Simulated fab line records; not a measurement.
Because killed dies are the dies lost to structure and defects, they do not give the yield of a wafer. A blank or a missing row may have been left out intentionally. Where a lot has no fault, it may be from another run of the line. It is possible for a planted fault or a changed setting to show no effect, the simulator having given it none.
Matching of chambers / flow nand-harc / NHARC_A_STAIRCASE_TRIM_24 on rie-diel-09: 4 sister chambers
The step chemistry O2, time 211.2 s. 14 wafers are shown with their chamber, then 7 later ones without.

## WAFERS, EACH WITH ITS CHAMBER
wafer=L888.1; chamber=0; drypump-motor-current-A (A)=6.2; showerhead-plenum-p-Torr (Torr)=3.77; oes-product-au (a.u.)=0.989
wafer=L888.4; chamber=3; drypump-motor-current-A (A)=5.0; showerhead-plenum-p-Torr (Torr)=3.40; oes-product-au (a.u.)=1.005
wafer=L888.5; chamber=3; drypump-motor-current-A (A)=5.0; showerhead-plenum-p-Torr (Torr)=3.40; oes-product-au (a.u.)=1.012
wafer=L891.2; chamber=2; drypump-motor-current-A (A)=6.3; showerhead-plenum-p-Torr (Torr)=3.67; oes-product-au (a.u.)=0.996
wafer=L891.3; chamber=1; drypump-motor-current-A (A)=5.5; showerhead-plenum-p-Torr (Torr)=3.57; oes-product-au (a.u.)=1.019
wafer=L891.5; chamber=3; drypump-motor-current-A (A)=5.0; showerhead-plenum-p-Torr (Torr)=3.40; oes-product-au (a.u.)=1.002
wafer=L892.1; chamber=2; drypump-motor-current-A (A)=6.4; showerhead-plenum-p-Torr (Torr)=3.66; oes-product-au (a.u.)=1.001
wafer=L892.3; chamber=3; drypump-motor-current-A (A)=4.9; showerhead-plenum-p-Torr (Torr)=3.39; oes-product-au (a.u.)=0.999
wafer=L892.6; chamber=2; drypump-motor-current-A (A)=6.3; showerhead-plenum-p-Torr (Torr)=3.66; oes-product-au (a.u.)=1.006
wafer=L901.1; chamber=0; drypump-motor-current-A (A)=6.2; showerhead-plenum-p-Torr (Torr)=3.74; oes-product-au (a.u.)=0.991
wafer=L901.4; chamber=1; drypump-motor-current-A (A)=5.5; showerhead-plenum-p-Torr (Torr)=3.55; oes-product-au (a.u.)=1.009
wafer=L901.5; chamber=0; drypump-motor-current-A (A)=6.2; showerhead-plenum-p-Torr (Torr)=3.74; oes-product-au (a.u.)=0.995
wafer=L906.3; chamber=0; drypump-motor-current-A (A)=6.2; showerhead-plenum-p-Torr (Torr)=3.74; oes-product-au (a.u.)=0.978
wafer=L906.4; chamber=1; drypump-motor-current-A (A)=5.5; showerhead-plenum-p-Torr (Torr)=3.55; oes-product-au (a.u.)=1.004

SIGNATURES (means of the wafers above)
reading=drypump-motor-current-A; chamber 0=6.200; chamber 1=5.500; chamber 2=6.333; chamber 3=4.975; scatter within a chamber=0.0376
reading=showerhead-plenum-p-Torr; chamber 0=3.7475; chamber 1=3.5567; chamber 2=3.6633; chamber 3=3.3975; scatter within a chamber=0.0104
reading=oes-product-au; chamber 0=0.98825; chamber 1=1.01067; chamber 2=1.00100; chamber 3=1.00450; scatter within a chamber=0.00647
Rule: a wafer lies at a distance from a chamber equal to the root of the sum of squares, over the readings, of (its reading less the chamber's mean, divided by the reading's scatter). If the next closest chamber is less than 2 further off than the closest, the wafer can't be placed; otherwise it belongs to the closest. How the scatter is found: for the shown wafers, subtract from each reading the mean of its chamber, square and add these, divide the total by (wafers less chambers), then take the root.

## WAFERS MISSING THEIR CHAMBER
wafer=L906.6; drypump-motor-current-A (A)=6.4; showerhead-plenum-p-Torr (Torr)=3.64; oes-product-au (a.u.)=0.992
wafer=L907.1; drypump-motor-current-A (A)=5.0; showerhead-plenum-p-Torr (Torr)=3.37; oes-product-au (a.u.)=1.012
wafer=L907.2; drypump-motor-current-A (A)=6.2; showerhead-plenum-p-Torr (Torr)=3.73; oes-product-au (a.u.)=0.993
wafer=L907.4; drypump-motor-current-A (A)=5.5; showerhead-plenum-p-Torr (Torr)=3.55; oes-product-au (a.u.)=1.012
wafer=L910.2; drypump-motor-current-A (A)=5.0; showerhead-plenum-p-Torr (Torr)=3.36; oes-product-au (a.u.)=0.994
wafer=L910.4; drypump-motor-current-A (A)=5.5; showerhead-plenum-p-Torr (Torr)=3.54; oes-product-au (a.u.)=1.008
wafer=L910.5; drypump-motor-current-A (A)=4.9; showerhead-plenum-p-Torr (Torr)=3.36; oes-product-au (a.u.)=0.998

## CHAMBER TAKEN BY EACH
wafer=L906.6; from the rows above=2; in truth=2
wafer=L907.1; from the rows above=3; in truth=3
wafer=L907.2; from the rows above=0; in truth=0
wafer=L907.4; from the rows above=1; in truth=1
wafer=L910.2; from the rows above=3; in truth=3
wafer=L910.4; from the rows above=1; in truth=1
wafer=L910.5; from the rows above=3; in truth=3
Placed correctly: 7 of 7. Left unplaced by these rows: 0. 0 placed wrongly.
